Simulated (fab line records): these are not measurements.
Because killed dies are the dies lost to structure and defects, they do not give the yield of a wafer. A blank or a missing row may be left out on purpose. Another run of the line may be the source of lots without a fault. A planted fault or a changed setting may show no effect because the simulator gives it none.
2 desks, one fault || flow n5Finfet || only its own numbers are on each desk; what lay behind them is given at the end

## THE DEFECT DESK
Lot by lot, what the route's inspections counted, given as the mean of those sampled wafers with a number. If a lot's mean is further than 4 standard deviations from the usual mean, the lot is out of limits and carries the mark OUT (the distance appears in the brackets).
Columns: A = rawDefectCount at N5_STI_FIN_REVEAL_INSPECT_13, usual 11
{"lot": "L251", "first seen here": "day 2 19:50", "A": 6}
{"lot": "L252", "first seen here": "day 3 02:19", "A": 9}
{"lot": "L253", "first seen here": "day 3 08:11", "A": 8}
{"lot": "L256", "first seen here": "day 4 02:09", "A": 10}
{"lot": "L257", "first seen here": "day 4 05:50", "A": 20}
{"lot": "L258", "first seen here": "day 4 13:34", "A": 9}
{"lot": "L259", "first seen here": "day 4 18:57", "A": 11}
{"lot": "L260", "first seen here": "day 5 03:24", "A": 8}
{"lot": "L261", "first seen here": "day 5 10:01", "A": 11}
{"lot": "L265", "first seen here": "day 6 06:49", "A": 10}
{"lot": "L266", "first seen here": "day 6 14:10", "A": "209 (+46) OUT"}
{"lot": "L272", "first seen here": "day 8 02:59", "A": "210 (+46) OUT"}
This desk's finding: out of limits on L266, L272; first on L266, day 6 14:10 (rawDefectCount at N5_STI_FIN_REVEAL_INSPECT_13). L251, L252, L253, L256, L257, L258, L259, L260, L261, L265: within limits.

## FROM THE METROLOGY DESK
Lot by lot, what the gauges showed, no matter which tool ran the lot: averages of those sampled wafers that carry a number. If a lot's mean is further than 4 standard deviations from the usual mean, the lot is out of limits and carries the mark OUT (the distance appears in the brackets).
Columns: A = thkNm at N5_DUMMY_GATE_THK_MEAS_05, usual 72.2 nm
{"lot": "L251", "first seen here": "day 3 00:01", "A": 71.4}
{"lot": "L252", "first seen here": "day 3 09:40", "A": 72.5}
{"lot": "L253", "first seen here": "day 3 16:10", "A": 71.4}
{"lot": "L257", "first seen here": "day 4 10:36", "A": 72.2}
{"lot": "L256", "first seen here": "day 4 10:48", "A": 72.3}
{"lot": "L258", "first seen here": "day 4 18:32", "A": 72.3}
{"lot": "L259", "first seen here": "day 5 02:55", "A": 71.5}
{"lot": "L260", "first seen here": "day 5 07:34", "A": 71.5}
{"lot": "L261", "first seen here": "day 5 14:11", "A": 70.8}
{"lot": "L265", "first seen here": "day 6 11:50", "A": 73.0}
{"lot": "L266", "first seen here": "day 6 19:09", "A": 72.0}
{"lot": "L272", "first seen here": "day 8 11:44", "A": 71.8}
This desk's finding: nothing out of limits on any of the 12 lots.

## PUT TOGETHER
The defect desk could have raised an alarm at day 6 14:10, on L266, L272.
At the metrology desk, nothing out of limits was observed.
The metrology desk has L266, L272 on record, within its limits.
On wetBench-05, each named lot ran N5_STI_FIN_REVEAL_PRECLEAN_18.

## WHAT HAD BEEN PUT IN BY THE SIMULATOR
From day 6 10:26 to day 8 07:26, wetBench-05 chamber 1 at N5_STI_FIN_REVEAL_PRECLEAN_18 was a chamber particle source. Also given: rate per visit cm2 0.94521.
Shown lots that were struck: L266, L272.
Hours from the fault's start to each desk's first reading out of limits: the defect desk, 4.
